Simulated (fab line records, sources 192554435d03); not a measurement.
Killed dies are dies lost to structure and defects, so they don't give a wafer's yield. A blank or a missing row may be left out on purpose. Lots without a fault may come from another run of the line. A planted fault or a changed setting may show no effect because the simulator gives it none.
fab line records | flow n5_finfet
record lots=7 wafers=39
route steps=1938 shown BEOL_M11@1578 TV_OPEN@1890
start_h: hours from the record's first day to the start of the lot's first wafer shown | wait_h: hours since the lot's step before | " the same as in the row above | L1.1+2: a row that stands for several wafers | - no value, or no start given | * or withheld: withheld | < > ~ a bound
route shown NAME@n: a module of which the file shows steps, and the number in the route of the first | usual: mean/standard deviation of fault-free wafers | same: alike in all rows | chamber/n: place in a boat | sites: the reading at each site | _std_site: their standard deviation | _edge_site: outer sites' mean less inner sites' | radius_mm: how far each site lies from the wafer's centre | mask NAME#n: copy n | behind: the tool/chamber that last shaped the wafer | hold: why the lot was held/for how many hours/how that ended | device: the transistor (n, p or np) that didn't switch | end of line: the same wafers' tests at the end of the route | a step without rows: its recipe alone | killed: dies lost to structure and defects at the first sort, not the wafer's yield | map: a wafer's dies, x killed, . not, _ none there
set.NAME: the setting as run; set.NAME@STEP: as run at that earlier step | model.NAME: the simulator's own value behind a step, which no gauge read
lots whose settings were changed on purpose; a table a step, a row a wafer
## steps
# step N5_BEOL_M11_TRENCH_ETCH_37
# recipe chemistry=C4F6/O2 target_depth_a=1488.3 target=SiCOH_lowk time_s=48 ion_energy_ev=250 pressure_mtorr=30 source_w=345 bias_w=185 Ar_flow_sccm=300 C4F6_flow_sccm=10 O2_flow_sccm=10
# columns lot.wafer tool chamber start_h wait_h set.time_s model.BEOL_M11.feature_depth_nm model.etch.depth_nm model.TiN_of_BEOL_M11_HM_DEP_02.thk_nm
L074.1 rie_diel-06 2 - - 48 148 148.1 16
L074.2 " 1 " " 48 148 148.1 15.8
L074.3 " 3 " " 29.65 89.8 89.79 17.4
L074.4 " 0 " " 48 144.8 144.7 16.2
L074.5 " 2 " " 29.65 90.4 90.48 17.4
L074.6 " 3 " " 29.65 89.8 89.85 17.6
L075.1 rie_diel-01 3 - - 72.43 225.2 225.3 13.8
L075.2 " 2 " " 48 146.8 146.8 15.8
L075.3 " 0 " " 72.43 225.6 225.7 14
L075.4 " 1 " " 48 147.6 147.6 16.2
L075.5 " 2 " " 72.43 223.4 223.4 14
L075.6 " 3 " " 48 148.8 148.8 16
L078.1 rie_diel-06 0 - - 29.59 90.6 90.59 17.6
L078.2 " 2 " " 29.59 91.6 91.63 17.6
L078.3 " 1 " " 48 148.4 148.3 15.8
L078.4 " 3 " " 48 146.8 146.8 15.8
L078.5 " 3 " " 48 146.8 146.9 16
L078.6 " 2 " " 29.59 91.8 91.79 17.4
L079.1 rie_diel-06 0 - - 48 145.4 145.3 15.6
L079.2+6 " 2,1 " " 48 147.8 147.8 15.8
L082.1 rie_diel-06 0 - - 35.07 107.2 107.3 17.4
L082.2 " 1 " " 48 149 149.1 16.2
L082.3 " 3 " " 48 149.6 149.7 16.2
L082.4 " 2 " " 35.07 108.4 108.3 17.4
L082.5 " 1 " " 35.07 108 108 17.2
L082.6 " 0 " " 48 145.6 145.5 16.4
L085.1 rie_diel-01 1 - - 48 145.6 145.6 16
L085.2 " 3 " " 48 151.4 151.4 15.8
L085.3 " 0 " " 48 149.4 149.4 16
L085.4 " 2 " " 48 146.6 146.6 16
L085.5 " 2 " " 48 146 146 16
L085.6 " 3 " " 48 152.2 152.2 16
L090.1 rie_diel-06 1 - - 58.71 178 178 15.2
L090.2 " 0 " " 58.71 177.6 177.7 15
L090.3 " 3 " " 58.71 181 181 15.2
L090.4 " 2 " " 48 147 147 16
L090.5 " 2 " " 48 148 148 16
L090.6 " 3 " " 48 149.4 149.4 15.8
# step N5_BEOL_M11_ETCH_41
# recipe chemistry=CH3F/O2 target=SiCN target_depth_a=426 taper_deg=2 time_s=86 ion_energy_ev=120 mask_material=TiN pressure_mtorr=30 source_w=395 bias_w=75 Ar_flow_sccm=150 CH3F_flow_sccm=30 O2_flow_sccm=20
# step N5_BEOL_M11_STRIP_77
# recipe chemistry=N2/H2 time_s=10 power_w=450 temp_c=40 pressure_mtorr=20 rf_frequency_hz=6e+07 bias_power_w=7 n2_flow_sccm=200 h2_flow_sccm=200
# step N5_BEOL_M11_OCD_MEAS_38
# usual trench_depth_nm=147.7/1.7
# columns lot.wafer tool chamber start_h wait_h set.time_s@BEOL_M11_TRENCH_ETCH_37 trench_depth_nm
L074.1 ocd-02 - 227.19 - 48 148.3
L074.2 " - " " 48 147.5
L074.3 " - " " 29.65 89.7
L074.4 " - " " 48 145.1
L074.5 " - " " 29.65 90.7
L074.6 " - " " 29.65 89.8
L075.1 ocd-02 - 232.25 - 72.43 225.3
L075.2 " - " " 48 146.5
L075.3 " - " " 72.43 225.9
L075.4 " - " " 48 148.2
L075.5 " - " " 72.43 223.2
L075.6 " - " " 48 149.0
L078.1 ocd-01 - 245.95 - 29.59 90.6
L078.2 " - " " 29.59 91.6
L078.3 " - " " 48 148.4
L078.4 " - " " 48 147.3
L078.5 " - " " 48 146.8
L078.6 " - " " 29.59 91.2
L079.1 ocd-01 - 270.82 - 48 145.1
L079.2 " - " " 48 147.8
L079.6 " - " " 48 147.4
L082.1 ocd-02 - 272.48 - 35.07 107.5
L082.2 " - " " 48 149.5
L082.3 " - " " 48 150.0
L082.4 " - " " 35.07 107.9
L082.5 " - " " 35.07 107.6
L082.6 " - " " 48 145.6
L085.1 ocd-01 - 305.44 - 48 145.9
L085.2 " - " " 48 151.5
L085.3 " - " " 48 149.4
L085.4 " - " " 48 146.9
L085.5 " - " " 48 146.4
L085.6 " - " " 48 152.2
L090.1 ocd-02 - 330.35 - 58.71 178.1
L090.2 " - " " 58.71 177.7
L090.3 " - " " 58.71 181.2
L090.4 " - " " 48 146.9
L090.5 " - " " 48 148.1
L090.6 " - " " 48 149.0
# step N5_BEOL_M11_HM_STRIP_39
# recipe chemistry=peroxide_tin_strip material=TiN target_depth_a=250 temp_c=50 time_s=158
# step N5_BEOL_M11_SRD_40
# recipe time_s=30 temp_c=23 rinse_liquid=diw dry=ipa_marangoni
# step N5_BEOL_M11_ECD_50
# recipe material=Cu target_thk_a=3180
# step N5_BEOL_M11_ANNEAL_51
# recipe temp_c=225 time_s=90 ambient=N2
# step N5_BEOL_M11_CMP_52
# recipe stop_on=SiCOH_lowk t_overpolish_s=7 down_force_psi=1 platen_rpm=50 clearing_platen_down_force_psi=1.5 clearing_platen_rpm=50 post_cmp_clean=cu_alkaline target_thk_nm=140 clearing_platen_pad_velocity_m_s=0.99484 pad_velocity_m_s=0.99484
# columns lot.wafer tool chamber start_h wait_h set.time_s@BEOL_M11_TRENCH_ETCH_37 model.Cu_of_BEOL_M11_ECD_50.thk_nm
L074.1 cmp-01 3 229.44 0.3 48 140.2
L074.3 " 0 " " 29.65 80.2
L074.4 " 1 " " 48 134.4
L074.2 " 2 " " 48 140.8
L074.6 " 3 " " 29.65 81.8
L074.5 " 0 " " 29.65 81
L075.3 cmp-03 2 234.62 0.2 72.43 217
L075.2 " 3 " " 48 138.4
L075.4+6 " 0,2 " " 48 139.8
L075.1 " 1 " " 72.43 215.6
L075.5 " 3 " " 72.43 215.4
L078.3 cmp-03 3 248.98 0.2 48 141
L078.2 " 0 " " 29.59 83.4
L078.4 " 1 " " 48 138.2
L078.1 " 2 " " 29.59 81
L078.5 " 3 " " 48 138
L078.6 " 0 " " 29.59 83.8
L079.1 cmp-03 0 275.17 0.3 48 136.8
L079.2 " 3 " " 48 139.8
L079.6 " 1 " " 48 139.4
L082.1 cmp-01 0 276.46 0.5 35.07 97.6
L082.4 " 1 " " 35.07 99.4
L082.2 " 2 " " 48 140
L082.3 " 3 " " 48 141.2
L082.5 " 0 " " 35.07 100.2
L082.6 " 1 " " 48 136.8
L085.1 cmp-04 0 307.98 0.5 48 135.4
L085.4 " 1 " " 48 135.6
L085.3 " 2 " " 48 140
L085.2 " 3 " " 48 141.4
L085.6 " 0 " " 48 142.6
L085.5 " 1 " " 48 137.2
L090.1 cmp-01 1 333.24 0.3 58.71 172
L090.2 " 2 " " 58.71 170.8
L090.4 " 3 " " 48 140.8
L090.3 " 0 " " 58.71 174.4
L090.6 " 1 " " 48 142.2
L090.5 " 2 " " 48 141.6
# step N5_BEOL_M11_THK_MEAS_53
# recipe thk_meas_gauge=xrf reads=Cu_of_BEOL_M11_ECD_50
# usual M11_THK=139.2/2.4
# columns lot.wafer tool chamber start_h wait_h set.time_s@BEOL_M11_TRENCH_ETCH_37 M11_THK[nm]
L074.1 film_metro-01 - 229.73 - 48 140.8
L074.2 " - " " 48 141.3
L074.3 " - " " 29.65 80.2
L074.4 " - " " 48 134.5
L074.5 " - " " 29.65 80.8
L074.6 " - " " 29.65 81.6
L075.1 film_metro-02 - 234.92 - 72.43 218.3
L075.2 " - " " 48 140.1
L075.3 " - " " 72.43 219.6
L075.4 " - " " 48 141.7
L075.5 " - " " 72.43 219.7
L075.6 " - " " 48 141.3
L078.1 film_metro-02 - 249.27 - 29.59 81.4
L078.2 " - " " 29.59 83.1
L078.3 " - " " 48 141.2
L078.4 " - " " 48 138.5
L078.5 " - " " 48 139.0
L078.6 " - " " 29.59 84.4
L079.1 film_metro-01 - 275.46 - 48 134.3
L079.2 " - " " 48 138.1
L079.6 " - " " 48 136.9
L082.1 film_metro-02 - 276.75 - 35.07 96.6
L082.2 " - " " 48 138.6
L082.3 " - " " 48 139.7
L082.4 " - " " 35.07 98.5
L082.5 " - " " 35.07 99.0
L082.6 " - " " 48 134.8
L085.1 film_metro-01 - 308.28 - 48 136.1
L085.2 " - " " 48 141.9
L085.3 " - " " 48 140.9
L085.4 " - " " 48 136.1
L085.5 " - " " 48 137.1
L085.6 " - " " 48 143.3
L090.1 film_metro-02 - 333.53 - 58.71 173.8
L090.2 " - " " 58.71 173.1
L090.3 " - " " 58.71 176.2
L090.4 " - " " 48 141.7
L090.5 " - " " 48 143.1
L090.6 " - " " 48 143.6
# step N5_BEOL_M11_PRE_CLEAN_55
# recipe gas=NH3 time_s=15 temp_c=withheld rf_power_w=300
# step N5_BEOL_M11_DEP_56
# recipe material=SiCN target_thk_a=300 temp_c=withheld precursor=3MS/NH3 pressure_torr=3 rf_w=675 time_s=10.5
# step N5_BEOL_M11_RS_MEAS_57
# recipe thk_meas_gauge=four-point-probe reads=Cu_of_BEOL_M11_ECD_50+Co_of_BEOL_M11_CVD_75+TaN_of_BEOL_M11_ALD_74
# usual M11_RS=0.1518/0.0023
# columns lot.wafer tool chamber start_h wait_h set.time_s@BEOL_M11_TRENCH_ETCH_37 M11_RS[ohm/sq]
L074.1 film_metro-02 - 229.86 0.0 48 0.1508
L074.2 " - " " 48 0.1497
L074.3 " - " " 29.65 0.2844
L074.4 " - " " 48 0.1573
L074.5 " - " " 29.65 0.2809
L074.6 " - " " 29.65 0.2776
L075.1 film_metro-01 - 235.04 0.0 72.43 0.0944
L075.2 " - " " 48 0.1525
L075.3 " - " " 72.43 0.0940
L075.4 " - " " 48 0.1508
L075.5 " - " " 72.43 0.0948
L075.6 " - " " 48 0.1511
L078.1 film_metro-01 - 249.40 0.0 29.59 0.2813
L078.2 " - " " 29.59 0.2717
L078.3 " - " " 48 0.1495
L078.4 " - " " 48 0.1534
L078.5 " - " " 48 0.1532
L078.6 " - " " 29.59 0.2692
L079.1 film_metro-01 - 275.59 0.0 48 0.1548
L079.2 " - " " 48 0.1511
L079.6 " - " " 48 0.1515
L082.1 film_metro-02 - 276.88 0.0 35.07 0.2257
L082.2 " - " " 48 0.1505
L082.3 " - " " 48 0.1494
L082.4 " - " " 35.07 0.2210
L082.5 " - " " 35.07 0.2192
L082.6 " - " " 48 0.1547
L085.1 film_metro-01 - 308.40 0.0 48 0.1562
L085.2 " - " " 48 0.1489
L085.3 " - " " 48 0.1509
L085.4 " - " " 48 0.1564
L085.5 " - " " 48 0.1542
L085.6 " - " " 48 0.1480
L090.1 film_metro-02 - 333.66 0.0 58.71 0.1203
L090.2 " - " " 58.71 0.1212
L090.3 " - " " 58.71 0.1186
L090.4 " - " " 48 0.1498
L090.5 " - " " 48 0.1490
L090.6 " - " " 48 0.1479
# step N5_PASSIVATION_ETCH_15
# recipe chemistry=CF4/N2 target=SiCN target_depth_a=750 taper_deg=2 time_s=81.2 ion_energy_ev=150 mask_material=SiNx pressure_mtorr=40 source_w=430 bias_w=70 Ar_flow_sccm=100 cf4_flow_sccm=60 n2_flow_sccm=60
# columns lot.wafer tool chamber start_h wait_h set.target_depth_a model.etch.depth_nm
L074.1 rie_diel-01 0 - - 750 65.79
L074.2 " 3 " " 750 66.84
L074.3 " 2 " " 750 63.7
L074.4 " 1 " " 750 64.57
L074.5 " 0 " " 750 65.42
L074.6 " 1 " " 750 64.67
L075.1 rie_diel-01 3 - - 750 67.37
L075.2 " 0 " " 750 66.1
L075.3 " 1 " " 750 65.04
L075.4 " 2 " " 750 64.59
L075.5 " 1 " " 750 64.81
L075.6 " 2 " " 750 64.87
L078.1 rie_diel-02 2 - - 750 62.86
L078.2 " 0 " " 750 63.92
L078.3 " 3 " " 750 64.33
L078.4 " 1 " " 750 63.87
L078.5 " 0 " " 750 64.35
L078.6 " 3 " " 750 64.43
L079.1 rie_diel-02 1 - - 750 65.75
L079.2 " 0 " " 750 65.25
L079.6 " 2 " " 750 64.42
L082.1 rie_diel-01 1 - - 750 63.97
L082.2 " 0 " " 750 66
L082.3 " 2 " " 441.9 37.57
L082.4 " 3 " " 750 66.31
L082.5 " 3 " " 441.9 38.98
L082.6 " 0 " " 441.9 38.26
L085.1 rie_diel-01 2 - - 750 63.93
L085.2 " 3 " " 750 66.29
L085.3 " 1 " " 750 63.91
L085.4 " 0 " " 750 65.58
L085.5 " 2 " " 750 63.54
L085.6 " 3 " " 750 66.37
L090.1 rie_diel-06 0 - - 750 62.53
L090.2+4 " 2,3 " " 530.1 45.45
L090.3 " 1 " " 530.1 45.48
L090.5 " 3 " " 750 64.34
L090.6 " 2 " " 750 64.73
## key
split step=N5_BEOL_M11_TRENCH_ETCH_37 setting=time_s stated=48 by=wafer
response step=N5_BEOL_M11_TRENCH_ETCH_37 reading=model.BEOL_M11.feature_depth_nm change=+1.48 per=1% r=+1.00
response step=N5_BEOL_M11_TRENCH_ETCH_37 reading=model.etch.depth_nm change=+1.48 per=1% r=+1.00
response step=N5_BEOL_M11_TRENCH_ETCH_37 reading=model.TiN_of_BEOL_M11_HM_DEP_02.thk_nm change=-0.0403 per=1% r=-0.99
response step=N5_BEOL_M11_OCD_MEAS_38 reading=trench_depth_nm change=+1.49 per=1% r=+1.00
response step=N5_BEOL_M11_CMP_52 reading=model.Cu_of_BEOL_M11_ECD_50.thk_nm change=+1.49 per=1% r=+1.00
response step=N5_BEOL_M11_THK_MEAS_53 reading=M11_THK change=+1.5 per=1% r=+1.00
response step=N5_BEOL_M11_RS_MEAS_57 reading=M11_RS shape=bent at_lowest=0.2741 at_stated=0.1517 at_highest=0.0944
split step=N5_PASSIVATION_ETCH_15 setting=target_depth_a stated=750 by=wafer
response step=N5_PASSIVATION_ETCH_15 reading=model.etch.depth_nm change=+0.65 per=1% r=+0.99
